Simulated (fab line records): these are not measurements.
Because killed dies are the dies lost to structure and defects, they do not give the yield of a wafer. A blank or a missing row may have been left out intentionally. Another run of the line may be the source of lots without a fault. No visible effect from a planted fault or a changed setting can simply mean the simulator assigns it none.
Split-lot study | flow n5 finfet | 21 wafers read across 7 lots, on a route 1938 steps long

## THE SPLIT ITSELF
At N5_MOL_CONTACT_COAG_SPUTTER_130 (material Co, target thk 47.5 nm), the setting power w was moved away from the recipe's 3000 W on 10 of the 21 wafers read, by -7.2% to +9.5%. For the rest of the wafers, this setting stayed at what the recipe calls for.

Reading taken at the split's own step.

## THE READING
Co_of_MOL_CONTACT_COAG_SPUTTER_130.thk nm (the simulator's own value, which no gauge read), in nm, at N5_MOL_CONTACT_COAG_SPUTTER_130 (material Co, target thk 47.5 nm). The file does not state a usual value for it. Across the 11 wafers here that went through the recipe, the average is 47.6 nm and the standard deviation 0.67 nm.

wafer  | tool, chamber at the split | power w as run, W | against the recipe | Co_of_MOL_CONTACT_COAG_SPUTTER_130.thk nm, nm | against lot-mates on the recipe
L077.1 | pvd sputter-01, -          | 3000              | recipe             | 47.8                                          | -
L077.2 | pvd sputter-01, -          | 3000              | recipe             | 46.6                                          | -
L077.3 | pvd sputter-01, -          | 3000              | recipe             | 47.6                                          | -
L082.2 | pvd sputter-01, -          | 3000              | recipe             | 47.4                                          | -
L082.3 | pvd sputter-01, -          | 3286              | +9.5%              | 50.6                                          | +3.2
L082.6 | pvd sputter-01, -          | 3286              | +9.5%              | 52                                            | +4.6
L084.3 | pvd sputter-03, -          | 3000              | recipe             | 47                                            | -
L084.5 | pvd sputter-03, -          | 3190              | +6.3%              | 50.8                                          | +3.8
L084.6 | pvd sputter-03, -          | 3190              | +6.3%              | 49.6                                          | +2.6
L085.1 | pvd sputter-02, -          | 2785              | -7.2%              | 44.2                                          | no lot-mate on the recipe
L085.5 | pvd sputter-02, -          | 2785              | -7.2%              | 44                                            | no lot-mate on the recipe
L085.6 | pvd sputter-02, -          | 2785              | -7.2%              | 44                                            | no lot-mate on the recipe
L087.2 | pvd sputter-01, -          | 3000              | recipe             | 48.2                                          | -
L087.3 | pvd sputter-01, -          | 3000              | recipe             | 47                                            | -
L087.6 | pvd sputter-01, -          | 3000              | recipe             | 47.2                                          | -
L089.2 | pvd sputter-03, -          | 3000              | recipe             | 47.6                                          | -
L089.5 | pvd sputter-03, -          | 2783              | -7.2%              | 44.6                                          | -3.8
L089.6 | pvd sputter-03, -          | 3000              | recipe             | 49.2                                          | -
L093.2 | pvd sputter-03, -          | 2801              | -6.6%              | 45.2                                          | -2.6
L093.3 | pvd sputter-03, -          | 2801              | -6.6%              | 44.6                                          | -3.2
L093.6 | pvd sputter-03, -          | 3000              | recipe             | 47.8                                          | -

THE FIT
A straight line over all 21 wafers: Co_of_MOL_CONTACT_COAG_SPUTTER_130.thk nm changes by +0.424 nm for each +1% of power w; r = +0.96; the points scatter about the line by 0.63 nm.
The same after taking each lot's own level away (the mean of its wafers on the recipe; 18 wafers): +0.45 nm for each +1%; r = +0.97; scatter 0.59 nm.
According to that fit, moving power w by its largest amount changes the reading by 4.3 nm.
Measured against the standard deviation above, the lots' own levels, which go from 47.00 to 48.40 nm, span 2.1 times it.
Hence the lot-to-lot level has little effect on the slope; both slopes agree.
Check: +4.63 nm against its lot-mates is what the line predicts for one of the wafers moved furthest among these (+9.5%) when that wafer is left out of the fit. Against them it came out at +3.2 nm.

## THE OTHER SPLITS THESE WAFERS WENT THROUGH
Before the reading, these wafers also passed through other splits. Each is held against what the fit with the lots' levels taken away leaves over:
other split on the same wafers | wafers away from the commonest value | r with Co_of_MOL_CONTACT_COAG_SPUTTER_130.thk nm (lot level and that fit taken away)
N5_DUMMY_GATE_COAT_34 spin rpm | 6                                    | +0.09
N5_SD_EPI_P_EPI_21 time s      | 8                                    | +0.24
N5_HKMG_FIN_ETCH_55 time s     | 10                                   | +0.21
N5_GATE_CUT_ETCH_37 bias w     | 4                                    | -0.58

## THE FILE'S OWN FIT
Co_of_MOL_CONTACT_COAG_SPUTTER_130.thk nm changes by +0.458 nm for each +1% of power w, r = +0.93.
